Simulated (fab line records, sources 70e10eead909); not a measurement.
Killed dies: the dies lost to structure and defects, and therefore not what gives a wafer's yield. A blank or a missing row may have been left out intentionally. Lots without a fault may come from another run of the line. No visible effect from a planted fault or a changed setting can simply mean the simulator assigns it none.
Which of the tools did it? | flow nand-harc | Sampling: 12 lots, 36 wafers, 5 of 1302 route steps

== WHAT THE GAUGES SHOWED, per wafer ==
NHARC_END_SORT_01.
lot  | measured     | on        | killed-at-array | killed-at-other | killed-at-periphery | killed-dies | killed-open | killed-short
L696 | day 24 18:27 | prober-01 | 89 73 82        | 0 0 0           | 3 5 3               | 92 78 85    | 3 2 2       | 4 4 1
L695 | day 25 02:08 | prober-01 | 44 49 48        | 1 1 1           | 5 7 5               | 50 57 54    | 6 8 7       | 5 4 2
L698 | day 25 17:43 | prober-01 | 47 75 64        | 0 0 0           | 6 4 2               | 53 79 66    | 0 2 3       | 0 4 0
L700 | day 25 15:37 | prober-02 | 57 63 66        | 0 2 0           | 5 4 6               | 62 69 72    | 4 2 2       | 2 4 0
L699 | day 26 00:58 | prober-02 | 38 43 42        | 1 0 1           | 4 1 1               | 43 44 44    | 3 2 1       | 2 3 3
L703 | day 27 15:32 | prober-02 | 55 53 45        | 1 1 0           | 5 8 2               | 61 62 47    | 5 4 2       | 0 5 0
L704 | day 28 03:53 | prober-01 | 54 52 60        | 3 3 4           | 4 2 2               | 61 57 66    | 5 2 4       | 3 1 0
L707 | day 29 08:16 | prober-01 | 68 81 67        | 0 0 0           | 4 2 1               | 72 83 68    | 6 9 4       | 3 2 0
L712 | day 31 16:37 | prober-02 | 68 61 675       | 0 1 0           | 2 4 2               | 70 66 677   | 5 3 3       | 5 3 2
L714 | day 32 09:04 | prober-01 | 50 45 660       | 0 1 3           | 3 9 7               | 53 55 670   | 6 1 1       | 6 4 0
L715 | day 32 21:02 | prober-02 | 46 60 75        | 0 1 0           | 3 5 2               | 49 66 77    | 4 5 5       | 2 4 3
L718 | day 33 05:47 | prober-02 | 37 45 40        | 1 0 3           | 6 1 7               | 44 46 50    | 1 2 5       | 2 3 0

== TOOL THAT RAN EACH LOT (tool first, then ch and the chambers of the sampled wafers, then the start) ==
lot  | NHARC_A_SGD_CUT_ETCH_16                       | NHARC_A_SGD_CUT_STRIP_17                      | NHARC_A_SLIT_DEP_23             | NHARC_A_SLIT_ETCH_24
L696 | rie-diel-13 ch 0,3, day 20 03:40 or earlier   | rie-diel-13 ch 2,3, day 20 03:40 or earlier   | pecvd-03 ch 0,1,2, day 20 03:40 | rie-diel-09 ch 1,2, day 20 04:43
L695 | rie-diel-07 ch 0,1, day 20 09:55 or earlier   | rie-diel-07 ch 0,1,3, day 20 09:55 or earlier | pecvd-04 ch 0,1,2, day 20 09:55 | rie-diel-12 ch 0,1,3, day 20 10:52
L698 | rie-diel-10 ch 1,2,3, day 20 22:36 or earlier | rie-diel-10 ch 0,2,3, day 20 22:36 or earlier | pecvd-01 ch 0,1,2, day 20 22:36 | rie-diel-09 ch 0,1,3, day 20 23:31
L700 | rie-diel-07 ch 0,1, day 20 22:28 or earlier   | rie-diel-07 ch 0,2, day 20 22:28 or earlier   | pecvd-04 ch 0,1,2, day 20 22:28 | rie-diel-03 ch 1,3, day 20 23:19
L699 | rie-diel-13 ch 0,1,3, day 21 10:40 or earlier | rie-diel-13 ch 0,1,3, day 21 10:40 or earlier | pecvd-03 ch 0,1,2, day 21 10:40 | rie-diel-09 ch 1,3, day 21 11:34
L703 | rie-diel-10 ch 1,2,3, day 23 02:55 or earlier | rie-diel-10 ch 0,1,3, day 23 02:55 or earlier | pecvd-01 ch 0,1, day 23 02:55   | rie-diel-09 ch 1,2,3, day 23 03:53
L704 | rie-diel-10 ch 0,1,3, day 23 17:23 or earlier | rie-diel-10 ch 0,1,3, day 23 17:23 or earlier | pecvd-04 ch 0,2, day 23 17:23   | rie-diel-09 ch 1,2,3, day 23 18:27
L707 | rie-diel-10 ch 1,2,3, day 24 21:50 or earlier | rie-diel-10 ch 2,3, day 24 21:50 or earlier   | pecvd-04 ch 0,1, day 24 21:50   | rie-diel-03 ch 0,3, day 24 22:47
L712 | rie-diel-10 ch 0,2,3, day 27 01:25 or earlier | rie-diel-10 ch 0,3, day 27 01:25 or earlier   | pecvd-01 ch 0,1, day 27 01:25   | rie-diel-09 ch 2,3, day 27 02:16
L714 | rie-diel-07 ch 2,3, day 27 20:32 or earlier   | rie-diel-07 ch 1,3, day 27 20:32 or earlier   | pecvd-03 ch 1,2, day 27 20:32   | rie-diel-09 ch 0,3, day 27 21:22
L715 | rie-diel-10 ch 0,1,3, day 27 23:37 or earlier | rie-diel-10 ch 0,1,3, day 27 23:37 or earlier | pecvd-01 ch 0,1,2, day 27 23:37 | rie-diel-12 ch 0,1,3, day 28 00:35
L718 | rie-diel-13 ch 1,2,3, day 28 22:11 or earlier | rie-diel-13 ch 0,2,3, day 28 22:11 or earlier | pecvd-01 ch 0,1,2, day 28 22:11 | rie-diel-12 ch 1,2,3, day 28 22:59
- NHARC_A_SGD_CUT_ETCH_16: etches the open film in C4F8/O2/Ar, target depth 310.5 nm, time 155.2 s.
- NHARC_A_SGD_CUT_STRIP_17: strips in O2.
- NHARC_A_SLIT_DEP_23: deposits SiON, target thk 100 nm.
- NHARC_A_SLIT_ETCH_24: etches the open film in CF4/CHF3, target depth 121 nm, time 60.5 s.

== AS READ BY THE TOOLS THEMSELVES (means over the sampled wafers that have a number; for cases with no such wafer, the mark the record gives instead) ==
NHARC_A_SGD_CUT_ETCH_16.
lot  | tool        | oes-product-au (a.u.) | rf-vpp-V (V) | run-length-s (s)
L696 | rie-diel-13 | 0.958                 | 720          | 176.7
L695 | rie-diel-07 | 0.966                 | 724          | 176.5
L698 | rie-diel-10 | 0.984                 | 719          | 176.3
L700 | rie-diel-07 | 0.967                 | 724          | 176.5
L699 | rie-diel-13 | 0.977                 | 723          | 176.7
L703 | rie-diel-10 | 0.985                 | 718          | 176.4
L704 | rie-diel-10 | 0.976                 | 718          | 176.4
L707 | rie-diel-10 | 0.980                 | 718          | 176.7
L712 | rie-diel-10 | 0.996                 | 718          | 176.2
L714 | rie-diel-07 | 0.966                 | 724          | 176.2
L715 | rie-diel-10 | 0.991                 | 719          | 176.0
L718 | rie-diel-13 | 0.958                 | 727          | 176.6

NHARC_A_SGD_CUT_STRIP_17.
lot  | tool        | drypump-motor-current-A (A) | oes-product-au (a.u.) | rf-vpp-V (V) | showerhead-plenum-p-Torr (Torr) | throttle-valve-pct (%)
L696 | rie-diel-13 | 5.5                         | 0.995                 | 58.0         | 3.67                            | 17.036
L695 | rie-diel-07 | 5.7                         | 0.996                 | 57.3         | 3.59                            | 17.039
L698 | rie-diel-10 | 5.7                         | 1.007                 | 57.1         | 3.36                            | 17.035
L700 | rie-diel-07 | 5.7                         | 0.998                 | 57.1         | 3.47                            | 17.040
L699 | rie-diel-13 | 5.7                         | 1.000                 | 58.6         | 3.49                            | 17.024
L703 | rie-diel-10 | 5.9                         | 1.003                 | 57.4         | 3.38                            | 17.044
L704 | rie-diel-10 | 5.9                         | 1.000                 | 57.7         | 3.38                            | 17.043
L707 | rie-diel-10 | 5.7                         | 1.007                 | 56.6         | 3.34                            | 17.041
L712 | rie-diel-10 | 5.5                         | 1.018                 | 57.0         | 3.34                            | 17.036
L714 | rie-diel-07 | 5.9                         | 0.989                 | 58.0         | 3.63                            | 17.036
L715 | rie-diel-10 | 5.9                         | 1.029                 | 58.1         | 3.37                            | 17.034
L718 | rie-diel-13 | 5.4                         | 1.004                 | 57.6         | 3.51                            | 17.041

NHARC_A_SLIT_DEP_23.
lot  | tool     | heater-power-w (W)
L696 | pecvd-03 | 723
L695 | pecvd-04 | 755
L698 | pecvd-01 | 784
L700 | pecvd-04 | 782
L699 | pecvd-03 | 696
L703 | pecvd-01 | 851
L704 | pecvd-04 | 761
L707 | pecvd-04 | 667
L712 | pecvd-01 | 801
L714 | pecvd-03 | 754
L715 | pecvd-01 | 786
L718 | pecvd-01 | 816

NHARC_A_SLIT_ETCH_24.
lot  | tool        | drypump-motor-current-A (A) | oes-product-au (a.u.) | rf-vpp-V (V) | run-length-s (s) | showerhead-plenum-p-Torr (Torr) | throttle-valve-pct (%)
L696 | rie-diel-09 | 6.1                         | 0.945                 | 371.9        | 82.5             | 1.60                            | 16.807
L695 | rie-diel-12 | 6.1                         | 0.959                 | 370.9        | 81.5             | 1.58                            | 16.811
L698 | rie-diel-09 | 6.0                         | 0.951                 | 370.0        | 82.0             | 1.56                            | 16.813
L700 | rie-diel-03 | 5.9                         | 0.966                 | 371.3        | 82.0             | 1.58                            | 16.800
L699 | rie-diel-09 | 6.2                         | 0.945                 | 370.6        | 82.1             | 1.58                            | 16.807
L703 | rie-diel-09 | 6.2                         | 0.921                 | 370.9        | 82.1             | 1.59                            | 16.803
L704 | rie-diel-09 | 6.2                         | 0.952                 | 371.3        | 82.1             | 1.59                            | 16.798
L707 | rie-diel-03 | 6.3                         | 0.966                 | 370.4        | 82.1             | 1.57                            | 16.799
L712 | rie-diel-09 | 6.1                         | 0.945                 | 371.4        | 77.2             | 1.60                            | 16.806
L714 | rie-diel-09 | 6.1                         | 0.958                 | 370.5        | 76.9             | 1.54                            | 16.804
L715 | rie-diel-12 | 6.0                         | 0.978                 | 370.2        | 81.7             | 1.57                            | 16.798
L718 | rie-diel-12 | 5.9                         | 0.965                 | 370.1        | 81.8             | 1.54                            | 16.807

== THE ANSWER, worked out from the rows above alone ==
Rule: usual is defined by the lots themselves. Put in order of their means at a reading, lots are off if they are a third of the lots or fewer, leave a main group of 4 or more, and stand apart from it by a gap of 3 or more times the standard deviation of the main group's means; of several such gaps the widest counts. The tables above print the reading to a certain number of digits; a main group whose means all agree to those digits is not used. A lot without any number at a reading at which 4 lots or more have one is off too. All remaining lots with rows at the step are treated as sound. First the gauges in route order, then the tools' own readings, where a lot's mean is used as printed above. The first step at which some lot is off is used, and at that step the reading that is off furthest; a lot without a number counts as furthest.
Off: L712, L714, at NHARC_END_SORT_01 (killed-dies). Main group: mean 62, sd 12.
A tool fits if, at a process step before that reading, it ran every lot that is off, and no sound lot after the first of them. Not tried: the gauges at NHARC_END_SORT_01; whatever is off there is also off at NHARC_A_SLIT_ETCH_24, on other tools, and gauge error can't account for it. NHARC_A_SGD_CUT_ETCH_16: start missing for some lots; hours and lot order therefore follow NHARC_A_SLIT_DEP_23. NHARC_A_SGD_CUT_STRIP_17: start missing for some lots; hours and lot order therefore follow NHARC_A_SLIT_DEP_23. One candidate fits, namely rie-diel-09 at NHARC_A_SLIT_ETCH_24. Its last sound lot is L704 (day 23 18:27), its first lot that is off L712 (day 27 02:16): a fault that began between those two fits.
On the lots that are off, the tool's own readings at NHARC_A_SLIT_ETCH_24 differ by more than 5 times the standard deviation of the sound lots' means, which bears it out; run-length-s reads 77.1 s there versus 82.0 s on the sound lots.

== WHAT WAS PUT IN BY THE SIMULATOR ==
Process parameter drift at NHARC_A_SLIT_ETCH_24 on rie-diel-09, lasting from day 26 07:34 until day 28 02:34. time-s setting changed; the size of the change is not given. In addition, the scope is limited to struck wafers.
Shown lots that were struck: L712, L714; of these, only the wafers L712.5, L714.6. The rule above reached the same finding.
